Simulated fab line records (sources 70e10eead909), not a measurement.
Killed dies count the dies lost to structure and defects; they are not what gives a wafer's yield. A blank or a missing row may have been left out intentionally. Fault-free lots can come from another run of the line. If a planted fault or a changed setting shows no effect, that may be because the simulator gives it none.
Chamber matching :: flow nandHarc :: NHARC_A_WL_FILL_ALD_00 on aldHk-01 has 4 sister chambers
The step deposits Al2O3, target thk 3 nm, pulse time 3 s, ald cycles 30. 8 wafers are shown with their chamber, then 7 later ones without.

== WAFERS, EACH WITH ITS CHAMBER ==
wafer: L590.6
chamber: 0
heaterPowerW (W): 471
precursorPulseHeightRel: 1.016

wafer: L592.1
chamber: 1
heaterPowerW (W): 492
precursorPulseHeightRel: 0.988

wafer: L592.2
chamber: 3
heaterPowerW (W): 430
precursorPulseHeightRel: 0.998

wafer: L591.1
chamber: 0
heaterPowerW (W): 484
precursorPulseHeightRel: 1.005

wafer: L591.3
chamber: 2
heaterPowerW (W): 487
precursorPulseHeightRel: 1.031

wafer: L591.6
chamber: 1
heaterPowerW (W): 475
precursorPulseHeightRel: 1.023

wafer: L594.1
chamber: 2
heaterPowerW (W): 492
precursorPulseHeightRel: 0.988

wafer: L594.2
chamber: 3
heaterPowerW (W): 438
precursorPulseHeightRel: 1.006

== WAFERS MISSING THEIR CHAMBER ==
wafer: L594.3
heaterPowerW (W): 465
precursorPulseHeightRel: 1.031

wafer: L593.1
heaterPowerW (W): 431
precursorPulseHeightRel: 0.995

wafer: L593.2
heaterPowerW (W): 473
precursorPulseHeightRel: 0.995

wafer: L593.3
heaterPowerW (W): 491
precursorPulseHeightRel: 1.015

wafer: L595.1
heaterPowerW (W): 420
precursorPulseHeightRel: 1.009

wafer: L595.2
heaterPowerW (W): 484
precursorPulseHeightRel: 0.994

wafer: L595.5
heaterPowerW (W): 429
precursorPulseHeightRel: 0.975

== WHICH CHAMBER EACH ONE RAN IN ==
wafer: L594.3
from the rows above: can't be placed: 0 or 1 or 2
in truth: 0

wafer: L593.1
from the rows above: 3
in truth: 3

wafer: L593.2
from the rows above: can't be placed: 0 or 1 or 2
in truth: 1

wafer: L593.3
from the rows above: can't be placed: 2 or 1 or 0
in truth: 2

wafer: L595.1
from the rows above: 3
in truth: 3

wafer: L595.2
from the rows above: can't be placed: 1 or 2 or 0
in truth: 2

wafer: L595.5
from the rows above: 3
in truth: 3
Placed correctly: 3 of 7. Cannot be placed on the basis of these rows: 4; the candidates contain the true chamber in 4. 0 placed wrongly.
How it was worked out, from the rows above alone: a wafer's distance from a chamber is the root of the sum, over the readings, of the square of ((its reading less the chamber's mean) divided by the reading's scatter). If the next closest chamber is less than 2 further off than the closest, the wafer can't be placed; otherwise it belongs to the closest. Each chamber's mean is taken over the wafers shown for it. The scatter: the root of (the sum of the squares of (reading less its chamber's mean) over the shown wafers, divided by (wafers less chambers)).
